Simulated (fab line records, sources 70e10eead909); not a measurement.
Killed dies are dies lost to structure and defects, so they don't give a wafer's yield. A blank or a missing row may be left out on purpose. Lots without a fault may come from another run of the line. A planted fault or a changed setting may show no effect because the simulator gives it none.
Which tool did it? | flow nand_harc | 14 lots, 42 wafers sampled, at 2 steps of a route of 1302

WHAT THE GAUGES READ, wafer by wafer
NHARC_A_SGD_CUT_THK_MEAS_22: measures by ellipsometry.
lot  | measured     | on            | thk_nm (nm)
L341 | day 19 14:06 | film_metro-01 | 145.8 147.6 147.9
L342 | day 19 14:06 | film_metro-02 | 147.1 144.7 146.8
L343 | day 21 05:54 | film_metro-02 | 146.8 149.0 146.0
L344 | day 21 05:53 | film_metro-01 | 148.5 147.9 147.5
L345 | day 21 13:41 | film_metro-01 | 147.8 147.8 147.1
L346 | day 21 13:41 | film_metro-02 | 148.1 148.7 147.9
L347 | day 22 06:15 | film_metro-01 | 147.7 150.7 148.7
L348 | day 23 06:22 | film_metro-01 | 145.4 148.3 146.3
L349 | day 23 06:22 | film_metro-02 | 146.6 146.9 147.4
L355 | day 26 04:27 | film_metro-02 | 147.9 146.4 146.9
L356 | day 26 08:59 | film_metro-01 | 150.6 147.8 148.0
L359 | day 26 19:59 | film_metro-01 | 146.3 148.2 148.4
L363 | day 28 15:14 | film_metro-02 | 150.3 147.0 148.9
L362 | day 28 15:14 | film_metro-01 | 147.9 149.7 145.6

WHICH TOOL RAN EACH LOT (tool, then ch and the chambers of the sampled wafers, then the start)
lot  | NHARC_A_SGD_CUT_CMP_21
L341 | cmp-02 ch 0,2,3, day 19 13:52
L342 | cmp-03 ch 0,1,3, day 19 13:55
L343 | cmp-03 ch 0,2, day 21 05:38
L344 | cmp-01 ch 1,3, day 21 05:40
L345 | cmp-01 ch 1,2,3, day 21 13:26
L346 | cmp-03 ch 0,1, day 21 13:28
L347 | cmp-02 ch 0,1, day 22 06:01
L348 | cmp-01 ch 0,1, day 23 06:08
L349 | cmp-02 ch 1,3, day 23 06:08
L355 | cmp-03 ch 0,2,3, day 26 04:11
L356 | cmp-01 ch 0,3, day 26 08:43
L359 | cmp-03 ch 0,1,3, day 26 19:45
L363 | cmp-03 ch 0,1,2, day 28 14:59
L362 | cmp-01 ch 1,2, day 28 15:01
- NHARC_A_SGD_CUT_CMP_21: polishes, target thk 148.19 nm.

WHAT THE TOOLS THEMSELVES READ (means of the sampled wafers that have a number; where no wafer has one, the mark that the record gives instead)
NHARC_A_SGD_CUT_CMP_21.
lot  | tool   | motor_current_A (A) | retaining_ring_pressure_frac | slurry_flow_ml_min | time_to_endpoint_s (s)
L341 | cmp-02 | 11.6                | 0.997                        | 150.2              | 50.4
L342 | cmp-03 | 11.3                | 1.004                        | 149.8              | 48.8
L343 | cmp-03 | 14.0                | 1.004                        | 149.4              | 43.9
L344 | cmp-01 | 11.9                | 0.995                        | 149.5              | 51.7
L345 | cmp-01 | 12.7                | 0.998                        | 149.8              | 49.0
L346 | cmp-03 | 11.0                | 1.001                        | 150.0              | 44.2
L347 | cmp-02 | 11.2                | 1.000                        | 149.9              | 50.5
L348 | cmp-01 | 12.6                | 1.004                        | 149.8              | 44.9
L349 | cmp-02 | 10.9                | 1.005                        | 150.0              | 48.2
L355 | cmp-03 | 13.1                | 0.998                        | 150.2              | 45.8
L356 | cmp-01 | 13.0                | 1.001                        | 149.9              | 50.5
L359 | cmp-03 | 11.9                | 1.001                        | 149.9              | 48.0
L363 | cmp-03 | 12.6                | 1.001                        | 149.6              | 44.7
L362 | cmp-01 | 13.3                | 0.997                        | 150.0              | 46.3

THE ANSWER, worked out from the rows above alone
Rule: what is usual is taken from the lots themselves. Put in order of their means at a reading, lots are off if they are a third of the lots or fewer, leave a main group of 4 or more, and stand apart from it by a gap of 3 or more times the standard deviation of the main group's means; of several such gaps the widest counts. A main group whose means are all the same, to the digits that the tables above print for the reading, isn't used. A lot without any number at a reading at which 4 lots or more have one is off too. The other lots that the step has rows for count as sound. The gauges are gone through in route order, then the tools' own readings, and for those a lot's mean is taken as printed above. The first step at which some lot is off is used, and at that step the reading that is off furthest; a lot without a number counts as furthest.
No lot is off at any reading shown: from this, nothing can be told.

WHAT THE SIMULATOR HAD PUT IN
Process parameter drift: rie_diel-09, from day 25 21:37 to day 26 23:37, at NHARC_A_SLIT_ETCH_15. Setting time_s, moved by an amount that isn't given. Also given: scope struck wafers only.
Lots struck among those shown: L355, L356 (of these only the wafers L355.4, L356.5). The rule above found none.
